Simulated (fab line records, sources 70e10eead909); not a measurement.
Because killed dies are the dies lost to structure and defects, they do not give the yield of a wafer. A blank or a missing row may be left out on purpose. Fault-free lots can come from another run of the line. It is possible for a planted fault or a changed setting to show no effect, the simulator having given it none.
The tool behind it: which one? | flow nandHarc | Sampling: 24 lots, 72 wafers, 6 of 1159 route steps

WHAT THE GAUGES SHOWED, per wafer
No reading from a measuring or inspecting step in the record can be judged against a usual standard deviation.

TOOL THAT RAN EACH LOT (tool first, then ch and the chambers of the sampled wafers, then the start)
lot  | NHARC_A_BLC_ETCH_16               | NHARC_A_M0_STRIP_18               | NHARC_A_M1_ETCH_15                           | NHARC_A_M1_DEGAS_29         | NHARC_A_BONDPAD_PVD_27                 | NHARC_THIN_TSV_ETCH_15
L075 | rieDiel-13 ch 2,3, day 17 13:44   | rieDiel-04 ch 1,2,3, day 17 18:17 | rieDiel-09 ch 0,1, day 17 23:20 or earlier   | pvdSputter-01, day 17 23:20 | pvdSputter-02, day 18 20:27 or earlier | rieSi-06 ch 2,3, day 18 20:27
L074 | rieDiel-02 ch 0,2, day 17 14:24   | rieDiel-06 ch 1,2,3, day 17 18:47 | rieDiel-09 ch 0,2, day 18 00:26 or earlier   | pvdSputter-03, day 18 00:26 | pvdSputter-02, day 18 21:41 or earlier | rieSi-02 ch 1,2, day 18 21:41
L077 | rieDiel-02 ch 0,2,3, day 17 17:28 | rieDiel-04 ch 0,1,2, day 17 21:55 | rieDiel-10 ch 0,3, day 18 02:49 or earlier   | pvdSputter-02, day 18 02:49 | pvdSputter-03, day 19 00:15 or earlier | rieSi-02 ch 0,1, day 19 00:15
L078 | rieDiel-03 ch 1,2,3, day 17 18:53 | rieDiel-04 ch 0,1,3, day 17 23:38 | rieDiel-01 ch 0,1,3, day 18 04:29 or earlier | pvdSputter-01, day 18 04:29 | pvdSputter-02, day 18 22:49 or earlier | rieSi-01 ch 0,2, day 18 22:49
L079 | rieDiel-03 ch 0,1,2, day 18 00:37 | rieDiel-04 ch 0,1,3, day 18 05:33 | rieDiel-09 ch 1,2,3, day 18 10:19 or earlier | pvdSputter-01, day 18 10:19 | pvdSputter-01, day 19 08:55 or earlier | rieSi-02 ch 0,1,2, day 19 08:55
L076 | rieDiel-03 ch 0,2,3, day 18 04:19 | rieDiel-07 ch 0,2,3, day 18 08:35 | rieDiel-01 ch 1,2,3, day 18 13:18 or earlier | pvdSputter-03, day 18 13:18 | pvdSputter-02, day 19 09:59 or earlier | rieSi-06 ch 1,2,3, day 19 09:59
L080 | rieDiel-13 ch 0,1, day 18 09:13   | rieDiel-07 ch 0,1, day 18 14:45   | rieDiel-01 ch 0,3, day 18 19:20 or earlier   | pvdSputter-01, day 18 19:20 | pvdSputter-02, day 19 17:01 or earlier | rieSi-01 ch 0,1, day 19 17:01
L081 | rieDiel-02 ch 1,2,3, day 18 23:42 | rieDiel-06 ch 0,1,2, day 19 09:41 | rieDiel-01 ch 0,1,2, day 19 14:32 or earlier | pvdSputter-03, day 19 14:32 | pvdSputter-03, day 20 11:28 or earlier | rieSi-06 ch 2,3, day 20 11:28
L084 | rieDiel-13 ch 0,1, day 19 10:13   | rieDiel-04 ch 0,1, day 19 14:40   | rieDiel-01 ch 1,2, day 19 19:14 or earlier   | pvdSputter-03, day 19 19:14 | pvdSputter-01, day 20 15:44 or earlier | rieSi-01 ch 1,2, day 20 15:44
L082 | rieDiel-03 ch 0,1, day 19 12:14   | rieDiel-07 ch 2,3, day 19 23:03   | rieDiel-10 ch 0,1, day 20 03:47 or earlier   | pvdSputter-02, day 20 03:47 | pvdSputter-01, day 21 02:07 or earlier | rieSi-06 ch 1,3, day 21 02:07
L083 | rieDiel-03 ch 1,2,3, day 19 23:06 | rieDiel-07 ch 0,1,2, day 20 05:44 | rieDiel-09 ch 0,1,2, day 20 10:20 or earlier | pvdSputter-02, day 20 10:20 | pvdSputter-01, day 21 06:25 or earlier | rieSi-06 ch 0,2, day 21 06:25
L087 | rieDiel-03 ch 2,3, day 20 05:52   | rieDiel-06 ch 0,2,3, day 20 10:22 | rieDiel-09 ch 0,1,3, day 20 15:12 or earlier | pvdSputter-01, day 20 15:12 | pvdSputter-03, day 21 11:47 or earlier | rieSi-01 ch 0,1,3, day 21 11:47
L085 | rieDiel-03 ch 0,1,2, day 20 07:07 | rieDiel-07 ch 2,3, day 20 11:23   | rieDiel-10 ch 0,3, day 20 16:11 or earlier   | pvdSputter-01, day 20 16:11 | pvdSputter-03, day 21 13:01 or earlier | rieSi-01 ch 1,3, day 21 13:01
L086 | rieDiel-02 ch 1,2, day 20 10:11   | rieDiel-06 ch 1,2, day 20 14:26   | rieDiel-09 ch 2,3, day 20 19:02 or earlier   | pvdSputter-01, day 20 19:02 | pvdSputter-03, day 21 14:13 or earlier | rieSi-06 ch 1,2,3, day 21 14:13
L088 | rieDiel-13 ch 0,3, day 20 22:31   | rieDiel-04 ch 1,2,3, day 21 13:30 | rieDiel-10 ch 0,1, day 21 18:56 or earlier   | pvdSputter-02, day 21 18:56 | pvdSputter-01, day 22 18:49 or earlier | rieSi-02 ch 0,3, day 22 18:49
L089 | rieDiel-03 ch 1,3, day 20 23:47   | rieDiel-07 ch 1,2,3, day 21 13:56 | rieDiel-10 ch 1,3, day 21 18:52 or earlier   | pvdSputter-01, day 21 18:52 | pvdSputter-03, day 22 17:29 or earlier | rieSi-06 ch 1,3, day 22 17:29
L090 | rieDiel-13 ch 0,3, day 21 00:32   | rieDiel-04 ch 1,3, day 21 14:08   | rieDiel-09 ch 0,1, day 21 19:03 or earlier   | pvdSputter-03, day 21 19:03 | pvdSputter-03, day 22 19:52 or earlier | rieSi-06 ch 2,3, day 22 19:52
L091 | rieDiel-03 ch 1,2, day 21 12:54   | rieDiel-07 ch 1,2, day 21 18:55   | rieDiel-09 ch 0,1, day 21 23:43 or earlier   | pvdSputter-02, day 21 23:43 | pvdSputter-01, day 22 21:05 or earlier | rieSi-01 ch 0,2,3, day 22 21:05
L094 | rieDiel-13 ch 2,3, day 21 19:35   | rieDiel-04 ch 0,2, day 22 00:31   | rieDiel-01 ch 0,3, day 22 05:16 or earlier   | pvdSputter-03, day 22 05:16 | pvdSputter-02, day 23 05:50 or earlier | rieSi-06 ch 0,1,3, day 23 05:50
L092 | rieDiel-13 ch 0,1,3, day 21 22:42 | rieDiel-07 ch 2,3, day 22 02:56   | rieDiel-01 ch 2,3, day 22 07:44 or earlier   | pvdSputter-03, day 22 07:44 | pvdSputter-03, day 23 07:13 or earlier | rieSi-02 ch 1,2,3, day 23 07:13
L093 | rieDiel-03 ch 1,2,3, day 21 23:26 | rieDiel-07 ch 1,3, day 22 03:52   | rieDiel-01 ch 1,2, day 22 08:37 or earlier   | pvdSputter-03, day 22 08:37 | pvdSputter-02, day 23 04:46 or earlier | rieSi-02 ch 0,2,3, day 23 04:46
L096 | rieDiel-03 ch 0,2,3, day 22 06:28 | rieDiel-04 ch 0,1,3, day 22 17:34 | rieDiel-10 ch 0,1, day 22 22:11 or earlier   | pvdSputter-03, day 22 22:11 | pvdSputter-01, day 23 19:28 or earlier | rieSi-06 ch 1,2, day 23 19:28
L095 | rieDiel-13 ch 0,2,3, day 22 08:42 | rieDiel-06 ch 0,1,3, day 22 18:04 | rieDiel-10 ch 0,1, day 22 22:47 or earlier   | pvdSputter-02, day 22 22:47 | pvdSputter-03, day 23 18:17 or earlier | rieSi-06 ch 0,1, day 23 18:17
L097 | rieDiel-03 ch 0,1, day 23 02:32   | rieDiel-06 ch 1,2, day 23 06:50   | rieDiel-09 ch 1,3, day 23 11:52 or earlier   | pvdSputter-03, day 23 11:52 | pvdSputter-02, day 24 08:02 or earlier | rieSi-01 ch 0,2, day 24 08:02
- NHARC_A_BLC_ETCH_16: etches the open film in CF4, target depth 39 nm, time 65 s.
- NHARC_A_M0_STRIP_18: strips in N2/H2.
- NHARC_A_M1_ETCH_15: etches the open film in C4F8/Ar, target depth 182.5 nm, time 91.2 s.
- NHARC_A_M1_DEGAS_29: time 60 s.
- NHARC_A_BONDPAD_PVD_27: deposits Cu, target thk 30 nm, time 20.49 s.
- NHARC_THIN_TSV_ETCH_15: target depth 3000 nm, bosch target overetch cycles 2, bosch etch step 2.8 s.

WHAT THE TOOLS THEMSELVES READ (means of the sampled wafers that have a number; where no wafer has one, the mark that the record gives instead)
NHARC_A_BLC_ETCH_16. Usual: drypumpMotorCurrentA 5.7 A, standard deviation 0.45; oesProductAu 0.999 a.u., standard deviation 0.015; rfVppV 151.1 V, standard deviation 1.2; showerheadPlenumPTorr 1.76 Torr, standard deviation 0.067; throttleValvePct 13.284 %, standard deviation 0.0093.
lot  | tool       | drypumpMotorCurrentA (A) | oesProductAu (a.u.) | rfVppV (V) | showerheadPlenumPTorr (Torr) | throttleValvePct (%) | flag
L075 | rieDiel-13 | 6.3                      | 0.990               | 150.5      | 1.68                         | 13.286               | 
L074 | rieDiel-02 | 6.1                      | 1.010               | 150.2      | 1.71                         | 13.280               | 
L077 | rieDiel-02 | 5.6                      | 1.006               | 151.1      | 1.73                         | 13.283               | 
L078 | rieDiel-03 | 5.4                      | 0.994               | 151.8      | 1.77                         | 13.285               | 
L079 | rieDiel-03 | 5.5                      | 0.989               | 151.7      | 1.80                         | 13.290               | 
L076 | rieDiel-03 | 5.7                      | 0.985               | 151.5      | 1.79                         | 13.285               | 
L080 | rieDiel-13 | 6.2                      | 0.993               | 152.1      | 1.80                         | 13.281               | 
L081 | rieDiel-02 | 5.4                      | 1.005               | 150.7      | 1.75                         | 13.280               | 
L084 | rieDiel-13 | 6.1                      | 0.995               | 150.6      | 1.73                         | 13.286               | 
L082 | rieDiel-03 | 5.5                      | 1.001               | 151.7      | 1.80                         | 13.285               | 
L083 | rieDiel-03 | 5.4                      | 0.988               | 150.6      | 1.77                         | 13.282               | 
L087 | rieDiel-03 | 5.6                      | 0.984               | 151.3      | 1.79                         | 13.284               | 
L085 | rieDiel-03 | 5.5                      | 0.991               | 151.9      | 1.79                         | 13.279               | 
L086 | rieDiel-02 | 5.7                      | 1.005               | 150.9      | 1.74                         | 13.286               | 
L088 | rieDiel-13 | 5.9                      | 0.993               | 150.2      | 1.70                         | 13.279               | 
L089 | rieDiel-03 | 5.2                      | 1.007               | 150.8      | 1.75                         | 13.288               | 
L090 | rieDiel-13 | 5.9                      | 1.000               | 150.3      | 1.70                         | 13.282               | 
L091 | rieDiel-03 | 5.2                      | 0.995               | 150.0      | 1.77                         | 13.292               | 
L094 | rieDiel-13 | 6.3                      | 1.003               | 150.5      | 1.68                         | 13.294               | 
L092 | rieDiel-13 | 6.0                      | 1.003               | 151.5      | 1.75                         | 13.285               | 
L093 | rieDiel-03 | 5.4                      | 0.996               | 152.0      | 1.77                         | 13.284               | 
L096 | rieDiel-03 | 5.7                      | 0.991               | 151.3      | 1.79                         | 13.282               | 
L095 | rieDiel-13 | 6.1                      | 0.994               | 150.4      | 1.68                         | 13.277               | 
L097 | rieDiel-03 | 5.2                      | 1.007               | 151.3      | 1.77                         | 13.286               | 

NHARC_A_M0_STRIP_18. Usual: drypumpMotorCurrentA 5.7 A, standard deviation 0.3; oesProductAu 0.996 a.u., standard deviation 0.01; rfVppV 90.5 V, standard deviation 1.1; showerheadPlenumPTorr 2.03 Torr, standard deviation 0.11; throttleValvePct 14.172 %, standard deviation 0.0091.
lot  | tool       | drypumpMotorCurrentA (A) | oesProductAu (a.u.) | rfVppV (V) | showerheadPlenumPTorr (Torr) | throttleValvePct (%) | flag
L075 | rieDiel-04 | 5.9                      | 0.996               | 90.7       | 2.02                         | 14.168               | 
L074 | rieDiel-06 | 5.8                      | 0.986               | 91.0       | 2.05                         | 14.179               | 
L077 | rieDiel-04 | 5.8                      | 0.994               | 90.8       | 2.02                         | 14.165               | 
L078 | rieDiel-04 | 5.8                      | 0.996               | 91.3       | 2.06                         | 14.172               | 
L079 | rieDiel-04 | 5.8                      | 1.005               | 91.2       | 2.06                         | 14.173               | 
L076 | rieDiel-07 | 5.7                      | 0.992               | 89.1       | 1.92                         | 14.164               | 
L080 | rieDiel-07 | 5.5                      | 0.998               | 90.2       | 2.00                         | 14.175               | 
L081 | rieDiel-06 | 5.9                      | 1.001               | 90.9       | 2.10                         | 14.169               | 
L084 | rieDiel-04 | 5.7                      | 0.989               | 91.1       | 2.06                         | 14.181               | 
L082 | rieDiel-07 | 5.6                      | 1.002               | 90.4       | 1.92                         | 14.173               | 
L083 | rieDiel-07 | 5.4                      | 0.998               | 90.7       | 2.00                         | 14.172               | 
L087 | rieDiel-06 | 5.8                      | 0.999               | 90.5       | 2.11                         | 14.176               | 
L085 | rieDiel-07 | 5.5                      | 1.001               | 90.1       | 1.92                         | 14.176               | 
L086 | rieDiel-06 | 5.7                      | 0.988               | 90.6       | 2.12                         | 14.169               | 
L088 | rieDiel-04 | 5.9                      | 0.985               | 90.1       | 2.02                         | 14.168               | 
L089 | rieDiel-07 | 5.4                      | 0.996               | 90.0       | 2.01                         | 14.171               | 
L090 | rieDiel-04 | 5.9                      | 0.994               | 89.9       | 2.06                         | 14.168               | 
L091 | rieDiel-07 | 5.4                      | 0.996               | 90.2       | 2.00                         | 14.164               | 
L094 | rieDiel-04 | 5.9                      | 1.003               | 90.9       | 2.02                         | 14.173               | 
L092 | rieDiel-07 | 5.6                      | 0.995               | 90.1       | 1.92                         | 14.172               | 
L093 | rieDiel-07 | 5.2                      | 1.001               | 92.2       | 2.10                         | 14.167               | 
L096 | rieDiel-04 | 5.8                      | 0.988               | 90.5       | 2.06                         | 14.181               | 
L095 | rieDiel-06 | 6.0                      | 0.996               | 90.7       | 2.03                         | 14.168               | 
L097 | rieDiel-06 | 5.7                      | 0.986               | 90.7       | 2.11                         | 14.171               | 

NHARC_A_M1_ETCH_15. Usual: oesProductAu 0.948 a.u., standard deviation 0.026; rfVppV 440.7 V, standard deviation 2.5.
lot  | tool       | oesProductAu (a.u.) | rfVppV (V) | flag
L075 | rieDiel-09 | 0.931               | 439.3      | 
L074 | rieDiel-09 | 0.975               | 437.4      | 
L077 | rieDiel-10 | 0.961               | 443.3      | 
L078 | rieDiel-01 | 0.920               | 442.2      | 
L079 | rieDiel-09 | 0.973               | 441.7      | 
L076 | rieDiel-01 | 0.907               | 439.6      | 
L080 | rieDiel-01 | 0.943               | 442.7      | 
L081 | rieDiel-01 | 0.975               | 440.9      | 
L084 | rieDiel-01 | 0.948               | 439.9      | 
L082 | rieDiel-10 | 0.924               | 441.3      | 
L083 | rieDiel-09 | 0.920               | 438.8      | 
L087 | rieDiel-09 | 0.970               | 440.2      | 
L085 | rieDiel-10 | 0.921               | 442.2      | 
L086 | rieDiel-09 | 0.964               | 438.4      | 
L088 | rieDiel-10 | 0.950               | 443.1      | 
L089 | rieDiel-10 | 0.928               | 441.2      | 
L090 | rieDiel-09 | 0.964               | 442.2      | 
L091 | rieDiel-09 | 0.969               | 440.2      | 
L094 | rieDiel-01 | 0.962               | 442.4      | 
L092 | rieDiel-01 | 0.962               | 439.7      | 
L093 | rieDiel-01 | 0.972               | 439.7      | 
L096 | rieDiel-10 | 0.930               | 441.3      | 
L095 | rieDiel-10 | 0.973               | 442.7      | 
L097 | rieDiel-09 | 0.917               | 442.7      | 

NHARC_A_M1_DEGAS_29. Usual: heaterPowerW at 313 W, with a standard deviation of 35.
lot  | tool          | heaterPowerW (W) | flag
L075 | pvdSputter-01 | 273              | 
L074 | pvdSputter-03 | 322              | 
L077 | pvdSputter-02 | 301              | 
L078 | pvdSputter-01 | 326              | 
L079 | pvdSputter-01 | 283              | 
L076 | pvdSputter-03 | 312              | 
L080 | pvdSputter-01 | 317              | 
L081 | pvdSputter-03 | 320              | 
L084 | pvdSputter-03 | 331              | 
L082 | pvdSputter-02 | 295              | 
L083 | pvdSputter-02 | 295              | 
L087 | pvdSputter-01 | 333              | 
L085 | pvdSputter-01 | 328              | 
L086 | pvdSputter-01 | 325              | 
L088 | pvdSputter-02 | 320              | 
L089 | pvdSputter-01 | 270              | 
L090 | pvdSputter-03 | 323              | 
L091 | pvdSputter-02 | 299              | 
L094 | pvdSputter-03 | 334              | 
L092 | pvdSputter-03 | 309              | 
L093 | pvdSputter-03 | 321              | 
L096 | pvdSputter-03 | 321              | 
L095 | pvdSputter-02 | 314              | 
L097 | pvdSputter-03 | 329              | 

NHARC_A_BONDPAD_PVD_27. Usual: throttleValvePct at 30.0 %, with a standard deviation of 0.98.
lot  | tool          | throttleValvePct (%) | flag
L075 | pvdSputter-02 | 29.3                 | 
L074 | pvdSputter-02 | 29.0                 | 
L077 | pvdSputter-03 | 30.5                 | 
L078 | pvdSputter-02 | 29.4                 | 
L079 | pvdSputter-01 | 30.6                 | 
L076 | pvdSputter-02 | 29.5                 | 
L080 | pvdSputter-02 | 29.5                 | 
L081 | pvdSputter-03 | 30.0                 | 
L084 | pvdSputter-01 | 30.2                 | 
L082 | pvdSputter-01 | 30.3                 | 
L083 | pvdSputter-01 | 29.9                 | 
L087 | pvdSputter-03 | 29.9                 | 
L085 | pvdSputter-03 | 30.0                 | 
L086 | pvdSputter-03 | 29.7                 | 
L088 | pvdSputter-01 | 31.6                 | 
L089 | pvdSputter-03 | 29.9                 | 
L090 | pvdSputter-03 | 29.8                 | 
L091 | pvdSputter-01 | 30.3                 | 
L094 | pvdSputter-02 | 28.9                 | 
L092 | pvdSputter-03 | 30.4                 | 
L093 | pvdSputter-02 | 29.3                 | 
L096 | pvdSputter-01 | 31.4                 | 
L095 | pvdSputter-03 | 29.9                 | 
L097 | pvdSputter-02 | 29.2                 | 

NHARC_THIN_TSV_ETCH_15. Usual: drypumpMotorCurrentA at 5.7 A, with a standard deviation of 0.43.
lot  | tool     | drypumpMotorCurrentA (A) | flag
L075 | rieSi-06 | 6.0                      | 
L074 | rieSi-02 | 5.6                      | 
L077 | rieSi-02 | 5.7                      | 
L078 | rieSi-01 | 5.7                      | 
L079 | rieSi-02 | 5.7                      | 
L076 | rieSi-06 | 5.6                      | 
L080 | rieSi-01 | 6.1                      | 
L081 | rieSi-06 | 5.9                      | 
L084 | rieSi-01 | 6.1                      | 
L082 | rieSi-06 | 5.5                      | 
L083 | rieSi-06 | 5.7                      | 
L087 | rieSi-01 | 5.7                      | 
L085 | rieSi-01 | 5.5                      | 
L086 | rieSi-06 | 5.6                      | 
L088 | rieSi-02 | 5.8                      | 
L089 | rieSi-06 | 5.5                      | 
L090 | rieSi-06 | 5.9                      | 
L091 | rieSi-01 | 5.5                      | 
L094 | rieSi-06 | 5.4                      | 
L092 | rieSi-02 | 5.8                      | 
L093 | rieSi-02 | 5.8                      | 
L096 | rieSi-06 | 5.7                      | 
L095 | rieSi-06 | 5.3                      | 
L097 | rieSi-01 | 5.7                      | 

THE ANSWER, worked out from the rows above alone
Rule: take the mean of a lot's wafers that have a number; if it is more than 3 standard deviations from the usual mean, the lot is off. A lot without any number at a reading at which 4 lots or more have one is off too. Where the step has rows for the other lots, those lots are counted as sound. After the gauges, taken in route order, come the tools' own readings; for these a lot's mean is taken, as printed above. The first step at which some lot is off is used, and at that step the reading that is off furthest; a lot without a number counts as furthest.
Across all readings shown, no lot is off: no conclusion can be drawn from this.

WHAT HAD BEEN PUT IN BY THE SIMULATOR
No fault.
